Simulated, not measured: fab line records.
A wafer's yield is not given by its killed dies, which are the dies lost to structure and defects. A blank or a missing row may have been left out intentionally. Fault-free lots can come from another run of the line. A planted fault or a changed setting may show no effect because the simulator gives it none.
Chamber matching -- flow n5-finfet -- 4 sister chambers for N5_FIN_SAQP_SPACER2_ALD_28 on ald-sin-01
The step deposits SiO2, target thk 8.1 nm, pulse time 1 s, purge time 2 s. 8 wafers are shown with their chamber, then 12 later ones without.

== WAFERS, EACH WITH ITS CHAMBER ==
wafer,chamber,heater-power-w (W),precursor-pulse-height-rel
L081.6,0,527,1.013
L082.6,0,526,0.977
L085.2,3,509,0.970
L085.3,2,616,0.987
L085.6,3,500,1.008
L089.1,1,409,1.035
L089.2,2,600,0.996
L089.5,1,398,1.013

== WAFERS WITHOUT THEIR CHAMBER ==
wafer,heater-power-w (W),precursor-pulse-height-rel
L090.2,522,0.983
L090.3,404,0.995
L090.6,609,1.008
L091.3,584,0.975
L091.4,522,0.967
L091.6,505,1.001
L093.1,492,0.966
L093.3,405,0.968
L093.6,600,1.011
L094.1,514,1.016
L094.3,416,0.994
L094.4,611,0.960

== WHICH CHAMBER EACH ONE RAN IN ==
wafer,from the rows above,in truth
L090.2,can't be placed: 0 or 3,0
L090.3,1,1
L090.6,2,2
L091.3,2,2
L091.4,can't be placed: 0 or 3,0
L091.6,3,3
L093.1,3,3
L093.3,1,1
L093.6,2,2
L094.1,can't be placed: 3 or 0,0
L094.3,1,1
L094.4,2,2
Correct placement for 9 of the 12. These rows do not allow placing 3 (true chamber among the candidates in 3). Number placed wrongly: 0.
How it was worked out, from the rows above alone: a wafer's distance from a chamber is the root of the sum, over the readings, of the square of ((its reading less the chamber's mean) divided by the reading's scatter). The wafer belongs to the nearest chamber; if the next one is less than 2 further off, it can't be placed. For every chamber, the mean is computed from those of its wafers that are shown. The scatter: the root of (the sum of the squares of (reading less its chamber's mean) over the shown wafers, divided by (wafers less chambers)).
